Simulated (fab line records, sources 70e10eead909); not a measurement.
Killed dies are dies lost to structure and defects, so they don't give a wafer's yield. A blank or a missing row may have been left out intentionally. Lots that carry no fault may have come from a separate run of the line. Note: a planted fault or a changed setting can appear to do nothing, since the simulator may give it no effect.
Problem report in the 8D (eight disciplines) form, filled by code || flow nand harc || the parts of the form that need people (team, actions taken, sign-off) are left out

1. WHAT IS WRONG
overpolish run s at NHARC_P_STI_CMP_21 reads a mean of 113.097 s on 6 wafers of 2 lots; wafers without a fault read 19.999 s with a standard deviation of 0.0092. So: +99 or more standard deviations from the usual mean.
The step: polishes, t overpolish 20 s, target thk 380.67 nm.
Earliest sighting: wafer L889.4 on cmp-03 at day 8 06:27. Wafers with a number at this step in the record: 39, from 13 lots. Rule for "out" (also "out of limits"): further than 4 standard deviations from the usual mean. Any other wafer with a number is counted as sound.

2. WHAT IT IS; WHAT IT IS NOT
{"question": "which readings at this step", "is": "overpolish run s", "is not": "motor current A"}
{"question": "which lots", "is": "L889, L893", "is not": "L880, L881, L882, L884, L885, L890, L894, L897, L898, L899, L900"}
{"question": "which wafers of those lots", "is": "all that have a number", "is not": "-"}
{"question": "read on which tools", "is": "cmp-03", "is not": "cmp-01, cmp-02"}
{"question": "when", "is": "from day 8 06:27", "is not": "up to then (15 sound wafers); but 18 sound wafers of L890, L894, L897, L898, L899, L900 came after"}

3. THE SUSPECTS, EACH WITH WHAT RULES IT OUT
Counting: a tool at any process step up to the reading remains a suspect when it ran all the lots that are out and ran no sound lot after the first of those.
- cmp-03 at NHARC_P_STI_CMP_21 (polishes, t overpolish 20 s, target thk 380.67 nm): kept. It processed each lot that is out, first L889 at day 8 06:27, and no sound lot thereafter; up to then, the last sound lot it processed was L885 at day 6 17:55. Its own overpolish run s readings are out on those wafers.
The count leaves cmp-03 at NHARC_P_STI_CMP_21.

4. THE CAUSE (what the simulator had put in)
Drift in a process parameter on cmp-03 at NHARC_P_STI_CMP_21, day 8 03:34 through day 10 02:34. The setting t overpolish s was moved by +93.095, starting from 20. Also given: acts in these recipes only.
This tool alone remained once counting was done.

5. THE CHAIN OF EFFECTS, in route order
Rows list readings where the struck wafers' mean (over those with a number) sits beyond 3 standard deviations from the usual. Only readings whose record carries a usual standard deviation are examined. hours: median over the lots of the time between each lot's start at the first step of this table that gives one and its start at this step. sigmas: the change, counted in usual standard deviations.
{"hours": 0, "step": "NHARC_P_STI_CMP_21", "reading": "overpolish run s", "usual": "19.999 s", "on struck wafers": 113.097, "change": "+93.098", "sigmas": "+99 or more"}
Process steps it contains:
- NHARC_P_STI_CMP_21: polishes, t overpolish 20 s, target thk 380.67 nm.
At these later measuring or inspecting steps, every struck wafer for which the step has a row has a number for every such reading, and none has moved that far: NHARC_P_GATE_CD_MEAS_11, NHARC_END_SORT_01.

6. WHAT WOULD HAVE CAUGHT IT SOONER
The fault began at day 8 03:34; the first out-of-limits reading in this record came at day 8 06:27, 3 hours later.
